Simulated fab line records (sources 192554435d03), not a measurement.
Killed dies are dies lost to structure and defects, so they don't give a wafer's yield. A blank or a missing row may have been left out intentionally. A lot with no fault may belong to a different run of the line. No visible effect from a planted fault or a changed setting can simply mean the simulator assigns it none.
A struck lot beside a sound one || flow n5 finfet || 15 out of 1938 route steps
Sound: wafers L539.2, L539.4, L539.6. Struck: wafer L532.2. (L532.5, L532.6 of the same lot were not struck and are left out.) The cause comes at the end.
Per side, at each step with rows, come the tool, then ch with its chambers, and then its first start. Under that, the readings that differ: sound wafers || struck wafers || difference of the means || sigmas: that difference in standard deviations of wafers without a fault.
alike: readings with means less than 2 such deviations apart, plus words and numbers identical on both sides. not compared: withheld readings, readings lacking a value on some wafer, bounds such as >300 that could conceal the same value, and numbers that have no deviation in the record and whose values overlap.
A row with sigmas, a row that says differs or no value, or rows on one side alone: a step with any of these is where the two part. When numbers do not overlap yet have no deviation, they are printed without sigmas and do not part them. A reading missing from all wafers of one side parts the sides only when that side holds two or more wafers.

first, 6 steps without rows for these wafers: N5_BEOL_M5_COAT_22 (resist thk 30 nm); N5_BEOL_M5_EBR_24; N5_BEOL_M5_SOFTBAKE_23 (time 60 s); N5_BEOL_M5_EXPOSE_25 (exposes mask V4, defocus 10 nm); N5_BEOL_M5_PEB_26 (peb time 60 s); N5_BEOL_M5_DEVELOP_27 (develop time 30 s).
N5_BEOL_M5_CD_MEAS_28: target cd 30.6 nm, target cd y 20 nm.
  sound on cd sem-03 ch 0, day 14 02:55; struck on cd sem-02 ch 0, day 11 23:27
  alike: cd nm
N5_BEOL_M5_OVL_MEAS_29:
  sound on overlay-02 ch 0, day 14 02:57; struck on overlay-02 ch 0, day 11 23:29
{"reading": "V4_OVL (nm)", "sound": "-1.4 -1.0 -1.3", "struck": 0.6, "difference": "+1.8", "sigmas": "+3"}
N5_BEOL_M5_INSPECT_30: inspects for defects (brightfield).
  sound on defect inspect-01, day 14 03:00; struck on defect inspect-01, day 11 23:32
  alike: raw defect count
N5_BEOL_M5_DESCUM_33: chemistry O2, time 7 s.
  sound on rie diel-02 ch 0,2, day 14 03:10; struck on rie diel-02 ch 1, day 11 23:34
{"reading": "throttle valve pct (%)", "sound": "20.85 20.63 20.85", "struck": 20.10, "difference": -0.68, "sigmas": -3}
  alike: drypump motor current A, oes product au, rf vpp V, showerhead plenum p Torr
  not compared: rf hours counter h
N5_BEOL_M5_ETCH_75: etches underlayer in N2/H2, target depth 6.5 nm, time 5.2 s.
  sound on rie diel-02 ch 0,2, day 14 03:12; struck on rie diel-02 ch 1, day 11 23:36
{"reading": "throttle valve pct (%)", "sound": "18.14 18.34 18.16", "struck": 17.57, "difference": -0.64, "sigmas": -3}
  alike: bias w, drypump motor current A, etch rf on time s, oes product au, rf vpp V, showerhead plenum p Torr
  not compared: rf hours counter h
N5_BEOL_M5_ETCH_67: etches SiARC in CF4, target depth 15.6 nm, time 26 s.
  sound on rie diel-02 ch 0,2, day 14 03:13; struck on rie diel-02 ch 1, day 11 23:37
{"reading": "throttle valve pct (%)", "sound": "15.95 15.92 15.96", "struck": 15.41, "difference": -0.53, "sigmas": -3}
  alike: bias w, drypump motor current A, etch rf on time s, oes product au, rf vpp V, showerhead plenum p Torr
  not compared: rf hours counter h
N5_BEOL_M5_ETCH_68: etches SOC in N2/H2, target depth 80 nm, overetch 16 nm, time 120 s.
  sound on rie diel-02 ch 0,2, day 14 03:14; struck on rie diel-02 ch 1, day 11 23:39
{"reading": "throttle valve pct (%)", "sound": "18.12 18.29 18.11", "struck": 17.48, "difference": -0.69, "sigmas": -3}
{"reading": "model.SiARC_of_BEOL_M5_COAT_66.thk nm (nm)", "sound": "6.4 6.4 6.4", "struck": 7.4, "difference": "+1.0", "sigmas": ""}
  alike: bias w, drypump motor current A, oes product au, rf vpp V, showerhead plenum p Torr
  not compared: rf hours counter h
then, 2 steps without rows for these wafers: N5_BEOL_M5_STRIP_69 (strips in N2/H2); N5_PASSIVATION_PROBE_49.

WHERE THEY PART
Last at N5_BEOL_M5_ETCH_68 as far as this record goes, first at N5_BEOL_M5_OVL_MEAS_29.

WHY: what had been put in by the simulator
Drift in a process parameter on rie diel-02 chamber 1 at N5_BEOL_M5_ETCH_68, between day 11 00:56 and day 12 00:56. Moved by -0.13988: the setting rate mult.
